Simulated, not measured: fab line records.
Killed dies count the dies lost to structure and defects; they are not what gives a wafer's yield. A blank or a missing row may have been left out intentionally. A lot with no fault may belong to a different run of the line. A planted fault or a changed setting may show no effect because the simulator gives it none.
A lot that was struck, set against a sound lot | flow nand harc | 15 out of 1159 route steps
Sound: these wafers, L425.4, L425.5, L425.6. Struck: wafer L438.5 (L438.3, L438.6, from the same lot, were not struck and are left out); the cause is given at the end.
Order at every step that has rows: each side's tool, ch and its chambers, its first start. Under that, the readings that differ: sound wafers | struck wafers | difference of the means | sigmas: that difference in standard deviations of wafers without a fault.
alike: same words and numbers on both sides, and readings whose means sit less than 2 such deviations apart. not compared: any withheld reading, any reading some wafer has no value for, any bound like >300 that may hide the same value, and any number with overlapping values for which the record gives no deviation.
Wherever a step has rows on one side only, a row that says differs or no value, or a row with sigmas, the two part there. Numbers that have no deviation but don't overlap get no sigmas and don't part them. A reading missing from all wafers of one side parts the sides only when that side holds two or more wafers.

first, 6 steps without rows for these wafers: NHARC_A_BLC_COAT_04 (resist thk 90 nm); NHARC_A_BLC_SOFTBAKE_05 (time 55 s); NHARC_A_BLC_EBR_06; NHARC_A_BLC_EXPOSE_07 (exposes mask A BLC, target cd 100 nm); NHARC_A_BLC_PEB_08 (peb time 65 s); NHARC_A_BLC_DEVELOP_09 (develop time 35 s).
NHARC_A_BLC_CD_MEAS_10: the cd target is 100 nm.
  sound on cd sem-01 ch 0, day 16 21:10; struck on cd sem-03 ch 0, day 20 01:04
  alike: cd nm
NHARC_A_BLC_OVL_MEAS_11:
  struck on overlay-01, day 20 01:09; sound on overlay-01, day 16 21:16
  alike: overlay x nm, overlay y nm
NHARC_A_BLC_INSPECT_12:
  struck on defect inspect-01, day 20 01:11; sound on defect inspect-02, day 16 21:17
  alike: raw defect count
NHARC_A_BLC_DESCUM_15: chemistry O2, time 3 s.
  sound on rie diel-13 ch 2,3, day 16 21:21; struck on rie diel-04 ch 0, day 20 01:29
  reading                | sound                | struck | difference | sigmas
  throttle valve pct (%) | 11.306 11.312 11.300 | 11.331 | +0.025     | +3
  alike: chamber pressure mTorr, drypump motor current A, oes product au, rf vpp V, showerhead plenum p Torr
  not compared: rf hours counter h
NHARC_A_BLC_ETCH_16: etches the open film in CF4, target depth 39 nm, time 65 s.
  sound on rie diel-13 ch 0,1,2, day 16 21:27; struck on rie diel-04 ch 0, day 20 01:35
  reading                        | sound             | struck | difference | sigmas
  chamber pressure mTorr (mTorr) | 50.11 50.10 50.04 | 49.96  | -0.12      | -3
  alike: cf4 flow sccm, drypump motor current A, oes product au, rf vpp V, showerhead plenum p Torr, throttle valve pct
  not compared: rf hours counter h
NHARC_A_BLC_ETCH_17: etches the open film in N2/H2, target depth 390 nm, time 609.38 s.
  sound on rie diel-13 ch 0,1,2; struck on rie diel-04 ch 1
  reading               | sound             | struck | difference | sigmas
  oes product au (a.u.) | 0.993 0.997 0.991 | 1.011  | +0.017     | +3
  alike: chamber pressure mTorr, drypump motor current A, rf vpp V, showerhead plenum p Torr, throttle valve pct
  not compared: rf hours counter h
NHARC_A_BLC_ETCH_18: etches the open film in C4F8/O2/Ar, target depth 910 nm.
  sound on rie diel-13 ch 1,2,3, day 16 22:03; struck on rie diel-04 ch 3, day 20 02:11
  reading               | sound             | struck | difference | sigmas
  oes product au (a.u.) | 0.986 0.960 0.963 | 0.870  | -0.100     | -5
  rf vpp V (V)          | 980 982 972       | 968    | -10        | -2
  alike: chamber pressure mTorr
  not compared: rf hours counter h
NHARC_A_BLC_CD_MEAS_19:
  struck on cd sem-03, day 20 02:38; sound on cd sem-01, day 16 22:19
  reading    | sound           | struck | difference | sigmas
  cd nm (nm) | 97.1 102.1 98.9 | 102.3  | +2.9       | +2
NHARC_END_SORT_01:
  the record has rows for the struck wafers here (prober-02 ch 0, day 22 02:02) and none for the sound ones

== WHERE THEY PART ==
Last at NHARC_END_SORT_01 as far as this record goes, first at NHARC_A_BLC_DESCUM_15.

WHY: what the simulator had put in
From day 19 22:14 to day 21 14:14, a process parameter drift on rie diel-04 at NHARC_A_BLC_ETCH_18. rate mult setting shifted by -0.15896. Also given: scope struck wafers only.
